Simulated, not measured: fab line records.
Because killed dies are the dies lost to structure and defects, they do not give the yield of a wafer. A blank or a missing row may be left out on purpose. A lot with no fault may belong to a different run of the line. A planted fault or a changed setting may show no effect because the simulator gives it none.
The tool behind it: which one? + flow nand-harc + 24 lots with 72 wafers sampled at 4 steps, on a route of 1302 steps

WHAT THE GAUGES READ, wafer by wafer
NHARC_P_BONDPAD_CD_MEAS_13. Usual: cd-nm reads 500.5 nm (standard deviation 1.4).
| lot  | measured     | on        | cd-nm (nm)        | flag |
|------|--------------|-----------|-------------------|------|
| L074 | day 7 05:56  | cd-sem-03 | 502.5 499.7 501.5 |      |
| L075 | day 7 07:38  | cd-sem-02 | 504.5 500.6 501.9 |      |
| L076 | day 7 14:31  | cd-sem-02 | 501.2 501.1 501.5 |      |
| L077 | day 7 18:48  | cd-sem-03 | 499.3 497.5 498.3 |      |
| L078 | day 8 07:53  | cd-sem-02 | 501.9 501.7 502.9 |      |
| L079 | day 8 19:33  | cd-sem-01 | 500.2 498.7 498.5 |      |
| L080 | day 9 05:02  | cd-sem-01 | 502.2 503.0 499.9 |      |
| L081 | day 9 17:21  | cd-sem-02 | 499.6 501.7 499.7 |      |
| L082 | day 10 06:19 | cd-sem-03 | 499.0 499.7 499.5 |      |
| L083 | day 10 10:07 | cd-sem-03 | 503.0 499.2 500.3 |      |
| L084 | day 11 01:02 | cd-sem-02 | 501.4 498.1 497.8 |      |
| L085 | day 11 09:59 | cd-sem-02 | 502.5 501.5 503.7 |      |
| L086 | day 11 12:49 | cd-sem-01 | 501.5 500.7 501.5 |      |
| L087 | day 11 23:25 | cd-sem-03 | 500.7 500.6 500.5 |      |
| L089 | day 12 21:39 | cd-sem-03 | 500.9 502.5 502.6 |      |
| L088 | day 12 23:01 | cd-sem-03 | 499.9 500.9 500.0 |      |
| L090 | day 13 15:53 | cd-sem-02 | 502.2 501.5 501.5 |      |
| L091 | day 13 16:47 | cd-sem-01 | 499.4 499.2 499.2 |      |
| L092 | day 14 09:43 | cd-sem-02 | 501.1 502.0 500.2 |      |
| L093 | day 14 14:36 | cd-sem-03 | 500.9 500.6 502.5 |      |
| L095 | day 15 02:56 | cd-sem-01 | 500.8 499.7 500.0 |      |
| L094 | day 15 03:59 | cd-sem-02 | 501.6 499.6 501.4 |      |
| L096 | day 15 16:52 | cd-sem-03 | 499.2 499.9 499.1 |      |
| L097 | day 16 04:42 | cd-sem-01 | 502.4 501.5 500.7 |      |

WHICH TOOL RAN EACH LOT (tool, then ch and the chambers of the sampled wafers, then the start)
| lot  | NHARC_P_M1_PRE_CLEAN_32         | NHARC_P_M2_ETCH_28                            | NHARC_P_M2_CMP_23             |
|------|---------------------------------|-----------------------------------------------|-------------------------------|
| L074 | pecvd-02 ch 0,1,2, day 6 23:30  | rie-diel-12 ch 0,1,2, day 7 03:08 or earlier  | cmp-01 ch 0,2,3, day 7 03:08  |
| L075 | pecvd-02 ch 0,2, day 7 01:06    | rie-diel-12 ch 1,2, day 7 04:47 or earlier    | cmp-03 ch 0,1, day 7 04:47    |
| L076 | pecvd-04 ch 0,2, day 7 07:46    | rie-diel-12 ch 0,1, day 7 10:04               | cmp-04 ch 0,1, day 7 11:47    |
| L077 | pecvd-02 ch 1,2, day 7 12:28    | rie-diel-13 ch 0,2, day 7 16:05 or earlier    | cmp-01 ch 1,2, day 7 16:05    |
| L078 | pecvd-02 ch 0,1,2, day 8 01:35  | rie-diel-05 ch 0,2,3, day 8 05:15 or earlier  | cmp-01 ch 0,1,3, day 8 05:15  |
| L079 | pecvd-01 ch 0,1,2, day 8 13:11  | rie-diel-05 ch 0,2,3, day 8 16:46 or earlier  | cmp-04 ch 0,1,3, day 8 16:46  |
| L080 | pecvd-01 ch 0,2, day 8 22:31    | rie-diel-05 ch 0,2,3, day 9 02:19 or earlier  | cmp-03 ch 0,1,2, day 9 02:19  |
| L081 | pecvd-02 ch 0,2, day 9 11:02    | rie-diel-12 ch 1,2, day 9 14:35 or earlier    | cmp-03 ch 0,2,3, day 9 14:35  |
| L082 | pecvd-02 ch 0,1,2, day 9 23:59  | rie-diel-05 ch 0,1,3, day 10 03:38 or earlier | cmp-03 ch 0,2,3, day 10 03:38 |
| L083 | pecvd-04 ch 0,1, day 10 04:00   | rie-diel-13 ch 0,3, day 10 07:31 or earlier   | cmp-01 ch 0,2,3, day 10 07:31 |
| L084 | pecvd-01 ch 0,2, day 10 18:21   | rie-diel-12 ch 0,1, day 10 22:13 or earlier   | cmp-03 ch 1,2, day 10 22:13   |
| L085 | pecvd-01 ch 1,2, day 11 03:34   | rie-diel-05 ch 0,3, day 11 07:23 or earlier   | cmp-03 ch 1,2,3, day 11 07:23 |
| L086 | pecvd-02 ch 0,1,2, day 11 06:19 | rie-diel-05 ch 0,2, day 11 09:56 or earlier   | cmp-01 ch 1,2,3, day 11 09:56 |
| L087 | pecvd-01 ch 1,2, day 11 17:07   | rie-diel-13 ch 0,1,2, day 11 20:45 or earlier | cmp-04 ch 1,2,3, day 11 20:45 |
| L089 | pecvd-02 ch 0,1, day 12 15:25   | rie-diel-13 ch 0,1,3, day 12 18:54 or earlier | cmp-04 ch 0,1, day 12 18:54   |
| L088 | pecvd-02 ch 0,2, day 12 16:46   | rie-diel-12 ch 0,2,3, day 12 20:17 or earlier | cmp-04 ch 0,2,3, day 12 20:17 |
| L090 | pecvd-01 ch 0,2, day 13 09:34   | rie-diel-13 ch 2,3, day 13 13:17 or earlier   | cmp-03 ch 0,1,3, day 13 13:17 |
| L091 | pecvd-01 ch 1,2, day 13 10:23   | rie-diel-12 ch 0,2,3, day 13 14:01 or earlier | cmp-03 ch 0,2,3, day 13 14:01 |
| L092 | pecvd-04 ch 0,1,2, day 14 03:19 | rie-diel-05 ch 0,1,2, day 14 06:57 or earlier | cmp-01 ch 0,2,3, day 14 06:57 |
| L093 | pecvd-04 ch 0,1, day 14 08:15   | rie-diel-13 ch 0,2,3, day 14 11:49 or earlier | cmp-01 ch 0,1,2, day 14 11:49 |
| L095 | pecvd-02 ch 1,2, day 14 20:32   | rie-diel-13 ch 0,1,3, day 15 00:10 or earlier | cmp-04 ch 0,2, day 15 00:10   |
| L094 | pecvd-02 ch 0,1,2, day 14 21:35 | rie-diel-13 ch 0,1, day 15 01:12 or earlier   | cmp-01 ch 1,2,3, day 15 01:12 |
| L096 | pecvd-04 ch 1,2, day 15 10:34   | rie-diel-12 ch 0,1,2, day 15 14:04 or earlier | cmp-01 ch 0,2, day 15 14:04   |
| L097 | pecvd-02 ch 0,1,2, day 15 22:13 | rie-diel-05 ch 1,2, day 16 01:54 or earlier   | cmp-01 ch 0,1,2, day 16 01:54 |
- NHARC_P_M1_PRE_CLEAN_32: time 12 s.
- NHARC_P_M2_ETCH_28: etches the open film in CF4/N2, target depth 30 nm, time 72.99 s.
- NHARC_P_M2_CMP_23: polishes, t overpolish 20 s, target thk 144.3 nm.

AS READ BY THE TOOLS THEMSELVES (means over the sampled wafers that have a number; for cases with no such wafer, the mark the record gives instead)
NHARC_P_M1_PRE_CLEAN_32. Usual: heater-power-w reads 616 W (standard deviation 54).
| lot  | tool     | heater-power-w (W) | flag |
|------|----------|--------------------|------|
| L074 | pecvd-02 | 590                |      |
| L075 | pecvd-02 | 604                |      |
| L076 | pecvd-04 | 604                |      |
| L077 | pecvd-02 | 594                |      |
| L078 | pecvd-02 | 612                |      |
| L079 | pecvd-01 | 606                |      |
| L080 | pecvd-01 | 569                |      |
| L081 | pecvd-02 | 592                |      |
| L082 | pecvd-02 | 613                |      |
| L083 | pecvd-04 | 708                |      |
| L084 | pecvd-01 | 541                |      |
| L085 | pecvd-01 | 607                |      |
| L086 | pecvd-02 | 600                |      |
| L087 | pecvd-01 | 535                |      |
| L089 | pecvd-02 | 623                |      |
| L088 | pecvd-02 | 621                |      |
| L090 | pecvd-01 | 564                |      |
| L091 | pecvd-01 | 610                |      |
| L092 | pecvd-04 | 664                |      |
| L093 | pecvd-04 | 670                |      |
| L095 | pecvd-02 | 604                |      |
| L094 | pecvd-02 | 584                |      |
| L096 | pecvd-04 | 654                |      |
| L097 | pecvd-02 | 600                |      |

NHARC_P_M2_ETCH_28. Usual: drypump-motor-current-A 5.5 A, standard deviation 0.44; oes-product-au 0.999 a.u., standard deviation 0.0072; rf-vpp-V 313.6 V, standard deviation 2.2; showerhead-plenum-p-Torr 2.59 Torr, standard deviation 0.11; throttle-valve-pct 19.793 %, standard deviation 0.0089.
| lot  | tool        | drypump-motor-current-A (A) | oes-product-au (a.u.) | rf-vpp-V (V) | showerhead-plenum-p-Torr (Torr) | throttle-valve-pct (%) | flag |
|------|-------------|-----------------------------|-----------------------|--------------|---------------------------------|------------------------|------|
| L074 | rie-diel-12 | 5.7                         | 1.001                 | 311.8        | 2.53                            | 19.795                 |      |
| L075 | rie-diel-12 | 5.7                         | 1.002                 | 311.8        | 2.51                            | 19.790                 |      |
| L076 | rie-diel-12 | 5.8                         | 1.001                 | 313.6        | 2.55                            | 19.801                 |      |
| L077 | rie-diel-13 | 6.1                         | 0.996                 | 313.0        | 2.58                            | 19.799                 |      |
| L078 | rie-diel-05 | 5.2                         | 1.003                 | 314.4        | 2.62                            | 19.790                 |      |
| L079 | rie-diel-05 | 5.3                         | 0.996                 | 313.2        | 2.62                            | 19.799                 |      |
| L080 | rie-diel-05 | 5.2                         | 0.998                 | 314.2        | 2.62                            | 19.794                 |      |
| L081 | rie-diel-12 | 5.5                         | 0.997                 | 312.9        | 2.53                            | 19.796                 |      |
| L082 | rie-diel-05 | 5.2                         | 0.995                 | 315.7        | 2.70                            | 19.795                 |      |
| L083 | rie-diel-13 | 5.9                         | 0.992                 | 311.7        | 2.51                            | 19.798                 |      |
| L084 | rie-diel-12 | 5.8                         | 0.995                 | 312.9        | 2.55                            | 19.798                 |      |
| L085 | rie-diel-05 | 5.4                         | 0.998                 | 315.6        | 2.70                            | 19.792                 |      |
| L086 | rie-diel-05 | 5.2                         | 1.006                 | 313.9        | 2.63                            | 19.789                 |      |
| L087 | rie-diel-13 | 5.6                         | 1.002                 | 312.9        | 2.57                            | 19.798                 |      |
| L089 | rie-diel-13 | 5.7                         | 1.001                 | 311.9        | 2.51                            | 19.796                 |      |
| L088 | rie-diel-12 | 6.0                         | 1.008                 | 312.4        | 2.53                            | 19.793                 |      |
| L090 | rie-diel-13 | 5.5                         | 0.999                 | 314.3        | 2.60                            | 19.791                 |      |
| L091 | rie-diel-12 | 6.0                         | 1.005                 | 312.5        | 2.53                            | 19.782                 |      |
| L092 | rie-diel-05 | 5.2                         | 0.990                 | 316.3        | 2.71                            | 19.793                 |      |
| L093 | rie-diel-13 | 5.8                         | 1.004                 | 313.1        | 2.56                            | 19.797                 |      |
| L095 | rie-diel-13 | 5.7                         | 1.004                 | 311.8        | 2.51                            | 19.787                 |      |
| L094 | rie-diel-13 | 5.9                         | 0.999                 | 312.7        | 2.53                            | 19.790                 |      |
| L096 | rie-diel-12 | 5.7                         | 0.999                 | 312.6        | 2.52                            | 19.787                 |      |
| L097 | rie-diel-05 | 5.1                         | 1.001                 | 314.7        | 2.63                            | 19.803                 |      |

NHARC_P_M2_CMP_23. Usual: motor-current-A 12.4 A, standard deviation 1.2; slurry-filter-dp-kPa 13.50 kPa, standard deviation 0.14; time-to-endpoint-s 28.6 s, standard deviation 2.1.
| lot  | tool   | motor-current-A (A) | slurry-filter-dp-kPa (kPa) | time-to-endpoint-s (s) | flag |
|------|--------|---------------------|----------------------------|------------------------|------|
| L074 | cmp-01 | 11.8                | 13.57                      | 26.8                   |      |
| L075 | cmp-03 | 11.8                | 13.45                      | 29.1                   |      |
| L076 | cmp-04 | 12.8                | 13.48                      | 27.1                   |      |
| L077 | cmp-01 | 12.8                | 13.57                      | 27.8                   |      |
| L078 | cmp-01 | 12.0                | 13.63                      | 29.2                   |      |
| L079 | cmp-04 | 12.7                | 13.66                      | 29.9                   |      |
| L080 | cmp-03 | 13.4                | 13.56                      | 29.3                   |      |
| L081 | cmp-03 | 12.6                | 13.57                      | 31.8                   |      |
| L082 | cmp-03 | 13.2                | 13.53                      | 30.3                   |      |
| L083 | cmp-01 | 12.1                | 13.49                      | 25.4                   |      |
| L084 | cmp-03 | 13.6                | 13.53                      | 30.9                   |      |
| L085 | cmp-03 | 12.3                | 13.50                      | 30.2                   |      |
| L086 | cmp-01 | 12.2                | 13.29                      | 30.1                   |      |
| L087 | cmp-04 | 12.3                | 13.55                      | 26.4                   |      |
| L089 | cmp-04 | 12.8                | 13.47                      | 24.5                   |      |
| L088 | cmp-04 | 12.3                | 13.35                      | 27.1                   |      |
| L090 | cmp-03 | 11.6                | 13.44                      | 27.3                   |      |
| L091 | cmp-03 | 12.6                | 13.59                      | 30.0                   |      |
| L092 | cmp-01 | 11.9                | 13.38                      | 27.8                   |      |
| L093 | cmp-01 | 12.7                | 13.49                      | 28.0                   |      |
| L095 | cmp-04 | 12.7                | 13.46                      | 28.5                   |      |
| L094 | cmp-01 | 11.7                | 13.45                      | 27.6                   |      |
| L096 | cmp-01 | 13.2                | 13.37                      | 27.0                   |      |
| L097 | cmp-01 | 12.5                | 13.56                      | 29.1                   |      |

THE ANSWER, worked out from the rows above alone
Rule: a lot counts as off when the mean over its wafers that have a number is more than 3 standard deviations away from the usual mean. A lot without any number at a reading at which 4 lots or more have one is off too. The other lots that the step has rows for count as sound. After the gauges, taken in route order, come the tools' own readings; for these a lot's mean is taken, as printed above. The first step at which some lot is off is used, and at that step the reading that is off furthest; a lot without a number counts as furthest.
None of the lots is off at any reading shown; this tells nothing.

WHAT WAS PUT IN BY THE SIMULATOR
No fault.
